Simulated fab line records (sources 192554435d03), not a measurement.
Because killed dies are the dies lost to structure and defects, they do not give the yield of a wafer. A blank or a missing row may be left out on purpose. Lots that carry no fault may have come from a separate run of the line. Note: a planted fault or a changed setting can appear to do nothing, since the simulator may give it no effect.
fab line records -- flow n5Finfet
record lots=14, wafers=42, lastDay=19
route steps=1938 shown BEOL_M15@1808 TV_LITHO@1883 PASSIVATION@1901
lots that met no fault: from a run of the same line without faults
startH: hours from the record's first day to the start of the lot's first wafer shown -- waitH: how many hours have passed since the lot's step before this one -- " identical to the entry in the row above -- L1.1+2: a single row standing in for several wafers -- - value missing, or start not given -- * or withheld: withheld -- < > ~ a bound
route shown NAME@n: NAME is a module with steps in the file, n the number in the route of the first one -- usual: mean and standard deviation over wafers with no fault -- same: alike in all rows -- chamber/n: place in a boat -- sites: readings site by site -- _std_site: standard deviation of those values -- _edge_site: inner sites' mean taken away from outer sites' mean -- radiusMm: for every site, how far away it sits from the centre of the wafer -- mask NAME#n: copy n -- behind: tool/chamber where the wafer was last shaped -- hold: reason for holding the lot/hours on hold/outcome of the hold -- device: which transistor (n, p or np) failed to switch -- end of line: tests run on the same wafers once the route is complete -- a step given without rows: its recipe and nothing more -- killed: not the wafer's yield, but the dies lost to structure and defects at the first sort -- map: per-die view of a wafer (x killed, . not killed, _ where there is no die)
set.NAME: the setting the step ran with; set.NAME@STEP: the setting that earlier step ran with -- model.NAME: the simulator's own value behind a step, which no gauge read
route steps across a sampled set of lots; one table per step, one row per wafer
services: the hour from which a tool's chamber was out of use, counted from the record's first day as startH (under 0 if before that day), plus the number of hours and why
## steps
# step N5_BEOL_M15_ETCH_61
# recipe chemistry=N2/H2, target=BARC, targetDepthA=890, overetchA=267, timeS=67.9, ionEnergyEv=200, pressureMtorr=30, sourceW=840, biasW=150, n2FlowSccm=200, h2FlowSccm=200
# usual drypumpMotorCurrentA=5.6/0.5, oesProductAu=0.70/0.076, rfVppV=524.4/2.6, showerheadPlenumPTorr=2.55/0.092, throttleValvePct=17.63/0.24
lot.wafer,tool,chamber,startH,waitH,drypumpMotorCurrentA,oesProductAu,rfHoursCounterH,rfVppV,showerheadPlenumPTorr,throttleValvePct
L669.2,rieDiel-03,3,276.83,0.0,5.1,0.68,82,524.3,2.58,17.77
L669.4,rieDiel-03,1,276.83,0.0,6.4,0.77,22,522.5,2.48,17.31
L669.6,rieDiel-03,1,276.83,0.0,6.4,0.77,-,522.8,2.48,17.33
L671.3,rieDiel-02,1,277.00,0.0,6.5,0.64,157,521.0,2.42,17.91
L671.4,rieDiel-02,1,277.00,0.0,6.5,0.64,-,521.4,2.42,17.93
L671.5,rieDiel-02,3,277.00,0.0,6.0,0.61,-,521.3,2.39,17.74
L670.2,rieDiel-02,3,277.92,0.0,6.0,0.62,223,519.5,2.39,17.76
L670.4,rieDiel-02,1,277.92,0.0,6.5,0.63,-,521.1,2.42,17.93
L670.5,rieDiel-02,2,277.92,0.0,5.6,0.61,-,525.3,2.62,17.86
L673.1,rieDiel-02,3,298.57,0.0,6.0,0.60,229,521.0,2.38,17.75
L673.4,rieDiel-02,1,298.57,0.0,6.4,0.64,164,520.8,2.42,17.94
L673.5,rieDiel-02,1,298.57,0.0,6.4,0.63,-,519.4,2.42,17.92
L674.1,rieDiel-02,3,319.91,0.0,6.0,0.60,234,519.8,2.38,17.76
L674.2,rieDiel-02,1,319.91,0.0,6.4,0.63,169,518.5,2.42,17.92
L674.3,rieDiel-02,0,319.91,0.0,5.0,0.80,13,525.7,2.60,17.22
L675.1,rieDiel-05,1,326.11,0.0,5.4,0.69,96,527.5,2.67,17.53
L675.2,rieDiel-05,0,326.11,0.0,5.5,0.76,36,521.5,2.49,17.70
L675.4,rieDiel-05,2,326.11,0.0,5.6,0.79,25,527.3,2.69,17.56
L676.2,rieDiel-02,0,326.44,0.0,5.0,0.79,16,526.6,2.60,17.24
L676.3,rieDiel-02,2,326.44,0.0,5.6,0.61,233,526.1,2.61,17.87
L676.4,rieDiel-02,3,326.44,0.0,6.0,0.60,236,520.1,2.38,17.77
L684.2,rieDiel-02,2,394.97,0.0,5.6,0.59,261,525.9,2.60,17.91
L684.3,rieDiel-02,0,394.97,0.0,5.0,0.77,30,526.6,2.59,17.26
L684.5,rieDiel-02,1,394.97,0.0,6.4,0.61,-,520.8,2.41,17.98
L687.3,rieDiel-02,2,399.09,0.0,5.6,0.59,263,525.2,2.60,17.92
L687.4,rieDiel-02,2,399.09,0.0,5.6,0.59,-,524.9,2.60,17.90
L687.5,rieDiel-02,0,399.09,0.0,5.0,0.76,-,524.4,2.59,17.26
L685.4,rieDiel-05,1,399.18,0.0,5.4,0.68,115,527.7,2.66,17.58
L685.5,rieDiel-05,3,399.18,0.0,4.9,0.79,-,525.8,2.57,17.39
L685.6,rieDiel-05,2,399.18,0.0,5.6,0.75,-,528.2,2.68,17.60
L689.1,rieDiel-05,1,408.47,0.0,5.4,0.68,118,527.2,2.66,17.59
L689.2,rieDiel-05,0,408.47,0.0,5.6,0.73,58,521.3,2.48,17.77
L689.6,rieDiel-05,3,408.47,0.0,5.0,0.78,-,524.4,2.57,17.40
L686.2,rieDiel-05,2,408.80,0.0,5.6,0.74,47,528.3,2.68,17.59
L686.4,rieDiel-05,0,408.80,0.0,5.6,0.72,58,521.7,2.48,17.76
L686.6,rieDiel-05,2,408.80,0.0,5.6,0.76,-,527.8,2.68,17.58
L691.1,rieDiel-05,1,431.58,0.0,5.4,0.67,125,527.6,2.66,17.62
L691.2,rieDiel-05,0,431.58,0.0,5.6,0.73,64,521.7,2.47,17.77
L691.4,rieDiel-05,3,431.58,0.0,4.9,0.77,32,525.7,2.56,17.40
L690.2,rieDiel-03,3,432.07,0.0,5.1,0.64,131,526.6,2.56,17.83
L690.3,rieDiel-03,1,432.07,0.0,6.4,0.71,70,521.8,2.46,17.41
L690.6,rieDiel-03,3,432.07,0.0,5.2,0.64,-,524.9,2.56,17.84
# step N5_BEOL_M15_STRIP_62
# recipe chemistry=O2, powerW=600, tempC=60, pressureMtorr=30, rfFrequencyHz=6e+07, biasPowerW=0, overashFraction=0.3, o2FlowSccm=225
# usual drypumpMotorCurrentA=5.6/0.44, oesProductAu=0.84/0.096, rfVppV=3.7/0.47, showerheadPlenumPTorr=2.12/0.078, throttleValvePct=16.51/0.25
lot.wafer,tool,chamber,startH,waitH,drypumpMotorCurrentA,oesProductAu,rfHoursCounterH,rfVppV,showerheadPlenumPTorr,throttleValvePct
L669.2,rieDiel-05,0,-,-,5.6,0.92,26,2.9,2.07,16.65
L669.4,rieDiel-05,0,-,-,5.6,0.93,-,4.3,2.07,16.65
L669.6,rieDiel-05,2,-,-,5.6,0.96,-,3.4,2.26,16.51
L670.2,rieDiel-02,1,-,-,6.4,0.74,158,4.1,2.01,16.84
L670.4,rieDiel-02,2,-,-,5.5,0.72,-,4.2,2.17,16.63
L670.5,rieDiel-02,3,-,-,6.0,0.70,-,4.2,1.98,16.76
L671.3,rieDiel-05,1,-,-,5.4,0.82,86,3.8,2.20,16.40
L671.4,rieDiel-05,2,-,-,5.5,0.97,-,3.7,2.26,16.51
L671.5,rieDiel-05,1,-,-,5.4,0.83,-,3.0,2.20,16.40
L673.1,rieDiel-03,0,-,-,5.1,0.70,230,2.9,2.15,16.72
L673.4,rieDiel-03,1,-,-,6.4,0.90,28,4.0,2.05,16.16
L673.5,rieDiel-03,3,-,-,5.2,0.80,-,3.5,2.10,16.40
L674.1,rieDiel-03,0,-,-,5.1,0.68,238,3.9,2.14,16.74
L674.2,rieDiel-03,3,-,-,5.2,0.79,95,3.2,2.10,16.44
L674.3,rieDiel-03,1,-,-,6.4,0.89,35,4.0,2.05,16.19
L675.1,rieDiel-02,2,-,-,5.6,0.70,233,3.9,2.17,16.69
L675.2,rieDiel-02,0,-,-,5.0,0.93,16,3.9,2.15,16.06
L675.4,rieDiel-02,1,-,-,6.4,0.73,170,3.7,2.01,16.87
L676.2,rieDiel-05,2,-,-,5.6,0.93,25,3.8,2.25,16.52
L676.3,rieDiel-05,3,-,-,5.0,0.97,8,4.0,2.14,16.35
L676.4,rieDiel-05,1,-,-,5.4,0.81,96,3.8,2.19,16.44
L684.2,rieDiel-02,1,-,-,6.4,0.71,199,3.6,2.00,16.93
L684.3,rieDiel-02,2,-,-,5.6,0.68,262,3.7,2.16,16.73
L684.5,rieDiel-02,2,-,-,5.6,0.68,-,3.6,2.16,16.73
L687.3,rieDiel-05,3,-,-,4.9,0.93,24,3.6,2.14,16.35
L687.4,rieDiel-05,0,-,-,5.6,0.87,56,3.3,2.06,16.70
L687.5,rieDiel-05,3,-,-,5.0,0.92,-,3.6,2.14,16.35
L685.4,rieDiel-02,0,-,-,5.0,0.90,-,3.5,2.14,16.10
L685.5,rieDiel-02,1,-,-,6.5,0.72,-,2.9,2.00,16.92
L685.6,rieDiel-02,2,-,-,5.6,0.68,-,3.8,2.16,16.73
L689.1,rieDiel-03,3,-,-,5.1,0.76,126,3.7,2.09,16.50
L689.2,rieDiel-03,1,-,-,6.4,0.83,64,3.5,2.04,16.25
L689.6,rieDiel-03,2,-,-,5.7,0.88,-,4.2,2.12,16.22
L686.2,rieDiel-05,1,-,-,5.4,0.79,118,3.9,2.19,16.46
L686.4,rieDiel-05,3,-,-,4.9,0.91,27,3.9,2.14,16.36
L686.6,rieDiel-05,0,-,-,5.6,0.86,-,3.9,2.06,16.71
L690.2,rieDiel-02,2,-,-,5.6,1.02,2,3.2,2.16,16.28
L690.3,rieDiel-02,0,-,-,5.0,0.87,45,3.6,2.14,16.10
L690.6,rieDiel-02,3,-,-,6.0,0.91,-,3.8,2.23,16.37
L691.1,rieDiel-05,2,-,-,5.6,0.87,54,2.4,2.24,16.60
L691.2,rieDiel-05,0,-,-,5.5,0.86,65,3.9,2.06,16.73
L691.4,rieDiel-05,1,-,-,5.4,0.78,126,3.2,2.18,16.48
# step N5_PASSIVATION_CD_MEAS_10
# recipe targetCdNm=3000, landingEnergyEv=500, detector=seInlens
# usual cdNm=3000.5/1.9
lot.wafer,tool,chamber,startH,waitH,cdNm
L670.2,cdSem-01,0,286.64,-,2999.2
L670.4,cdSem-01,0,286.64,-,2999.2
L670.5,cdSem-01,0,286.64,-,3002.4
L669.2,cdSem-03,0,286.80,-,2998.7
L669.4,cdSem-03,0,286.80,-,3002.5
L669.6,cdSem-03,0,286.80,-,2999.6
L671.3,cdSem-01,0,291.33,-,3000.7
L671.4,cdSem-01,0,291.33,-,2999.4
L671.5,cdSem-01,0,291.33,-,2997.5
L673.1,cdSem-02,0,308.64,-,3000.9
L673.4,cdSem-02,0,308.64,-,3002.1
L673.5,cdSem-02,0,308.64,-,3001.8
L674.1,cdSem-01,0,331.08,-,3003.6
L674.2,cdSem-01,0,331.08,-,3000.7
L674.3,cdSem-01,0,331.08,-,3002.4
L676.2,cdSem-03,0,339.62,-,2999.0
L676.3,cdSem-03,0,339.62,-,3000.7
L676.4,cdSem-03,0,339.62,-,3000.8
L675.1,cdSem-01,0,339.79,-,3000.0
L675.2,cdSem-01,0,339.79,-,3002.0
L675.4,cdSem-01,0,339.79,-,3001.6
L684.2,cdSem-02,0,408.98,-,2997.9
L684.3,cdSem-02,0,408.98,-,2999.0
L684.5,cdSem-02,0,408.98,-,3001.3
L687.3,cdSem-02,0,412.92,-,2999.0
L687.4,cdSem-02,0,412.92,-,2999.4
L687.5,cdSem-02,0,412.92,-,2999.5
L685.4,cdSem-03,0,415.79,-,3002.9
L685.5,cdSem-03,0,415.79,-,3003.1
L685.6,cdSem-03,0,415.79,-,2998.5
L689.1,cdSem-03,0,417.13,-,3003.0
L689.2,cdSem-03,0,417.13,-,3001.4
L689.6,cdSem-03,0,417.13,-,2999.4
L686.2,cdSem-01,0,426.87,-,3002.5
L686.4,cdSem-01,0,426.87,-,2999.5
L686.6,cdSem-01,0,426.87,-,3001.0
L690.2,cdSem-02,0,443.75,-,3000.1
L690.3,cdSem-02,0,443.75,-,3001.9
L690.6,cdSem-02,0,443.75,-,2997.8
L691.1,cdSem-02,0,444.60,-,3002.5
L691.2,cdSem-02,0,444.60,-,3002.6
L691.4,cdSem-02,0,444.60,-,3000.5
# step N5_PASSIVATION_EXPOSE_27
# recipe maskId=PAD, na=0.55, sourceShape=conventional, sigmaOuter=0.8, polarization=unpolarized, defocusNm=0, doseMj=32.3
# usual exposureDoseMJCm2=32.30/0.033, focusOffsetNm=-0.1/0.56
lot.wafer,tool,chamber,startH,waitH,mask,exposureDoseMJCm2,focusOffsetNm
L670.2,krfScanner-01,0,288.57,-,PAD#0,32.33,0.3
L670.4,krfScanner-01,0,288.57,-,PAD#0,32.34,1.0
L670.5,krfScanner-01,0,288.57,-,PAD#0,32.33,1.1
L669.2,krfScanner-01,0,288.60,-,PAD#0,32.34,-0.1
L669.4,krfScanner-01,0,288.60,-,PAD#0,32.36,-0.3
L669.6,krfScanner-01,0,288.60,-,PAD#0,32.32,-1.3
L671.3,krfScanner-02,0,292.61,-,PAD#0,32.32,0.2
L671.4,krfScanner-02,0,292.61,-,PAD#0,32.30,-1.2
L671.5,krfScanner-02,0,292.61,-,PAD#0,32.32,-0.2
L673.1,krfScanner-01,0,310.32,-,PAD#0,32.28,0.2
L673.4,krfScanner-01,0,310.32,-,PAD#0,32.31,-0.6
L673.5,krfScanner-01,0,310.32,-,PAD#0,32.31,-0.7
L674.1,krfScanner-02,-,335.55,-,PAD#0,-,-
L674.2,krfScanner-02,-,335.55,-,PAD#0,-,-
L674.3,krfScanner-02,-,335.55,-,PAD#0,-,-
L676.2,krfScanner-02,-,340.86,-,PAD#0,-,-
L676.3,krfScanner-02,-,340.86,-,PAD#0,-,-
L676.4,krfScanner-02,-,340.86,-,PAD#0,-,-
L675.1,krfScanner-01,0,342.06,-,PAD#0,32.26,0.4
L675.2,krfScanner-01,0,342.06,-,PAD#0,32.31,0.6
L675.4,krfScanner-01,0,342.06,-,PAD#0,32.30,1.1
L684.2,krfScanner-02,0,411.03,-,PAD#0,32.33,-0.6
L684.3,krfScanner-02,0,411.03,-,PAD#0,32.27,-0.7
L684.5,krfScanner-02,0,411.03,-,PAD#0,32.32,-0.8
L687.3,krfScanner-02,0,414.31,-,PAD#0,32.30,-0.3
L687.4,krfScanner-02,0,414.31,-,PAD#0,32.28,-0.8
L687.5,krfScanner-02,0,414.31,-,PAD#0,32.28,0.2
L685.4,krfScanner-01,0,417.88,-,PAD#0,32.31,0.2
L685.5,krfScanner-01,0,417.88,-,PAD#0,32.27,-0.3
L685.6,krfScanner-01,0,417.88,-,PAD#0,32.31,-0.2
L689.1,krfScanner-01,0,418.49,-,PAD#0,32.25,0.0
L689.2,krfScanner-01,0,418.49,-,PAD#0,32.26,0.0
L689.6,krfScanner-01,0,418.49,-,PAD#0,32.25,-0.5
L686.2,krfScanner-02,0,428.74,-,PAD#0,32.24,-0.5
L686.4,krfScanner-02,0,428.74,-,PAD#0,32.25,-0.8
L686.6,krfScanner-02,0,428.74,-,PAD#0,32.25,-0.8
L690.2,krfScanner-02,0,445.23,-,PAD#0,32.24,0.2
L690.3,krfScanner-02,0,445.23,-,PAD#0,32.31,0.7
L690.6,krfScanner-02,0,445.23,-,PAD#0,32.26,0.9
L691.1,krfScanner-01,0,448.13,-,PAD#0,32.29,-1.0
L691.2,krfScanner-01,0,448.13,-,PAD#0,32.31,-0.6
L691.4,krfScanner-01,0,448.13,-,PAD#0,32.36,-0.6
## services
tool,chamber,startH,hours,kind
rieDiel-05,1,270.40,3.0,repair
krfScanner-02,-,271.57,0.8,pm
rieDiel-02,0,274.42,7.1,repair
krfScanner-02,-,289.44,2.5,repair
krfScanner-01,-,321.41,1.0,pm
krfScanner-01,-,329.90,1.0,pm
rieDiel-05,1,330.57,3.3,repair
rieDiel-05,-,333.75,0.4,repair
krfScanner-02,-,335.72,1.3,pm
krfScanner-01,-,348.95,4.4,pm
rieDiel-02,0,350.54,31.6,repair
krfScanner-02,-,356.16,0.2,repair
krfScanner-01,-,363.72,1.3,pm
krfScanner-02,-,370.79,3.6,pm
rieDiel-05,-,385.81,4.3,pm
rieDiel-05,3,390.15,6.0,repair
krfScanner-02,-,395.47,0.8,pm
krfScanner-01,-,396.79,0.8,pm
krfScanner-02,-,413.00,1.0,pm
rieDiel-05,0,416.65,2.6,repair
rieDiel-02,-,427.79,2.8,pm
rieDiel-02,1,430.95,4.9,repair
rieDiel-02,3,438.89,3.2,repair
rieDiel-02,2,440.26,5.5,repair
## key
firstSign step=N5_PASSIVATION_EXPOSE_27, reading=toolRecord, direction=missing
effect none on later readings
metAt N5_PASSIVATION_EXPOSE_27
struckLots L674,L676
laterRowsLeftOut L674.1,L674.2,L674.3,L676.2,L676.3,L676.4
sortLeftOut L674.1,L674.2,L674.3,L676.2,L676.3,L676.4
notActingAt N5_BEOL_M15_ETCH_61,N5_BEOL_M15_STRIP_62,N5_PASSIVATION_CD_MEAS_10
onsetBetween 292.61 335.55
fault kind=skippedStepWhole, tool=krfScanner-02, chamber=-, onsetH=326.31, steps=N5_PASSIVATION_EXPOSE_27, scope=struckLotsOnly
# sortLeftOut: the simulated sort isn't trusted on such a fault, so these wafers' sort isn't shown, and their yield isn't known
# laterRowsLeftOut: the simulator's readings of these wafers behind a module that went badly wrong aren't trusted and aren't shown, but for the sort
